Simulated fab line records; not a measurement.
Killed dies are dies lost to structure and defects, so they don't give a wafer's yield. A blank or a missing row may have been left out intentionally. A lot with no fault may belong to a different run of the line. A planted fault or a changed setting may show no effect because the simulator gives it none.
Matching of chambers || flow n5_finfet || 3 sister chambers for N5_BEOL_M3_CO_CAP_55 on cvd_co-01
The step material Co, precursor CCTBA/H2, target thk 2 nm, time 102.1 s. 3 wafers are shown with their chamber, then 12 later ones without.

## EACH WAFER AND ITS CHAMBER
{"wafer": "L093.1", "chamber": 1, "heater_power_w (W)": 195}
{"wafer": "L093.2", "chamber": 2, "heater_power_w (W)": 233}
{"wafer": "L093.4", "chamber": 0, "heater_power_w (W)": 222}

## WAFERS WITHOUT THEIR CHAMBER
{"wafer": "L090.1", "heater_power_w (W)": 223}
{"wafer": "L090.4", "heater_power_w (W)": 233}
{"wafer": "L090.6", "heater_power_w (W)": 223}
{"wafer": "L092.3", "heater_power_w (W)": 232}
{"wafer": "L092.5", "heater_power_w (W)": 231}
{"wafer": "L092.6", "heater_power_w (W)": 193}
{"wafer": "L091.1", "heater_power_w (W)": 237}
{"wafer": "L091.2", "heater_power_w (W)": 220}
{"wafer": "L091.6", "heater_power_w (W)": 226}
{"wafer": "L094.2", "heater_power_w (W)": 222}
{"wafer": "L094.3", "heater_power_w (W)": 233}
{"wafer": "L094.6", "heater_power_w (W)": 233}

## WHICH CHAMBER EACH WENT THROUGH
{"wafer": "L090.1", "from the rows above": 0, "in truth": 0}
{"wafer": "L090.4", "from the rows above": 2, "in truth": 2}
{"wafer": "L090.6", "from the rows above": 0, "in truth": 0}
{"wafer": "L092.3", "from the rows above": 2, "in truth": 2}
{"wafer": "L092.5", "from the rows above": 2, "in truth": 2}
{"wafer": "L092.6", "from the rows above": 1, "in truth": 1}
{"wafer": "L091.1", "from the rows above": 2, "in truth": 2}
{"wafer": "L091.2", "from the rows above": 0, "in truth": 0}
{"wafer": "L091.6", "from the rows above": "can't be placed: 0 or 2", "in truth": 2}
{"wafer": "L094.2", "from the rows above": 0, "in truth": 0}
{"wafer": "L094.3", "from the rows above": 2, "in truth": 2}
{"wafer": "L094.6", "from the rows above": 2, "in truth": 2}
11 of 12 placed correctly. Can't be placed from these rows: 1 (the true chamber is among the candidates in 1). 0 placed wrongly.
How it was worked out, from the rows above alone: a wafer's distance from a chamber is the root of the sum, over the readings, of the square of ((its reading less the chamber's mean) divided by the reading's scatter). The wafer belongs to the nearest chamber; if the next one is less than 2 further off, it can't be placed. The mean given for a chamber averages the wafers shown for that chamber. The scatter: with one shown wafer a chamber, the root of the mean of the squares of how far each hidden wafer lies from its nearest shown one.
